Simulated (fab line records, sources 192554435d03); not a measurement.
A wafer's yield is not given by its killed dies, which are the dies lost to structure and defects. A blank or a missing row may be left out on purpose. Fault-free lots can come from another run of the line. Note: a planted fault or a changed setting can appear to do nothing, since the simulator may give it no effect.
Code-filled problem report in 8D (eight disciplines) form :: flow n5Finfet :: the parts of the form that need people (team, actions taken, sign-off) are left out

1. THE PROBLEM
SS_N at N5_BEOL_M4_RC_MEAS_101 reads a mean of 74.6 mV/dec on 1 wafer of 1 lot; wafers without a fault read 71.6 mV/dec with a standard deviation of 0.57. Measured from the usual mean, that is +5.3 standard deviations.
First observed at day 9 12:23: wafer L301.5, on prober-01. Wafers with a number at this step in the record: 30, from 11 lots. The rule behind "out" and "out of limits": a value lying over 4 standard deviations away from the usual mean. The rest of the wafers with a number are treated as sound.

2. WHAT IT IS; WHAT IT IS NOT
question: which readings at this step
is: SS_N
is not: DIBL_N, DIBL_P, IOFF_P, ION_N, ION_P, SS_P, VT_N, VT_P

question: which lots
is: L301
is not: L295, L296, L297, L298, L299, L307, L309, L310, L313, L317

question: which wafers of those lots
is: all that have a number
is not: -

question: read on which gauges
is: prober-01
is not: prober-02

question: when
is: from day 9 12:23
is not: up to then (15 sound wafers); but 14 sound wafers of L307, L309, L310, L313, L317 came after

3. THE SUSPECTS, EACH WITH WHAT RULES IT OUT
Counting: a tool stays on the suspect list if, at a process step up to the reading, it processed all lots that are out and no sound lot following the first of them.
- the gauge at N5_BEOL_M4_RC_MEAS_101: kept. All the wafers that are out were read on prober-01, and no step on other tools shows them out.
- rieSi-04 at N5_SD_EPI_N_SD_RECESS_17 (chemistry HBr/Cl2/O2, target depth 41 nm, time 23.7 s, bt time 3 s): kept. It ran the lot that is out, L301 (day 4 12:50), and no sound lot after that; its last sound lot up to then is L296 (day 3 07:20).
- pvdSputter-03 at N5_BEOL_M4_SPUTTER_81 (material Cu, target thk 4.5 nm, time 8.29 s): ruled out as a lasting fault. Sound lots L307, L309, L310 ran on it after its first lot that is out, L301 (day 9 09:23).
- pvdSputter-03 at N5_BEOL_M4_ANNEAL_91 (time 240 s): ruled out as a lasting fault. Sound lots L307, L309, L310 ran on it after its first lot that is out, L301 (day 9 10:10).
- pvdSputter-03 at N5_BEOL_M4_SPUTTER_92 (material Cu, target thk 4.5 nm, time 8.29 s): ruled out as a lasting fault. Sound lots L307, L309, L310 ran on it after its first lot that is out, L301 (day 9 10:16).
After counting, rieSi-04 at N5_SD_EPI_N_SD_RECESS_17 and prober-01 at N5_BEOL_M4_RC_MEAS_101 remain.

4. THE CAUSE (what the simulator had put in)
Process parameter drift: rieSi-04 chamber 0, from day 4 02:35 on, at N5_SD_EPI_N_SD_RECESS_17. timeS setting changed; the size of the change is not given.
Of the 2 suspects that counting leaves, this tool is one.

5. THE EFFECT CHAIN, in route order
Rows list readings where the struck wafers' mean (over those with a number) sits beyond 3 standard deviations from the usual. Only readings for which the record gives a usual standard deviation are gone through. hours: the time from each lot's start at the first step in this table that gives one to its start at this step, as a median over the lots. sigmas: the change in usual standard deviations.
hours: 0
step: N5_BEOL_M4_RC_MEAS_101
reading: SS_N
usual: 71.6 mV/dec
on struck wafers: 74.6
change: +3.0
sigmas: +5.3

6. HOW IT WOULD HAVE BEEN CAUGHT EARLIER
130 hours passed between the start of the fault at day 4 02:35 and the first reading out of limits at a measuring or inspecting step in this record, taken at day 9 12:23.
Of the tool readings at N5_SD_EPI_N_SD_RECESS_17 for which the record gives a usual standard deviation, none was out on any struck wafer, so an alarm limit of 4 standard deviations on them would not have fired.
By day 9 12:23, every lot that is out (1) had started N5_SD_EPI_N_SD_RECESS_17 on rieSi-04. Had the tool been put on hold then, not one of them would have been saved.
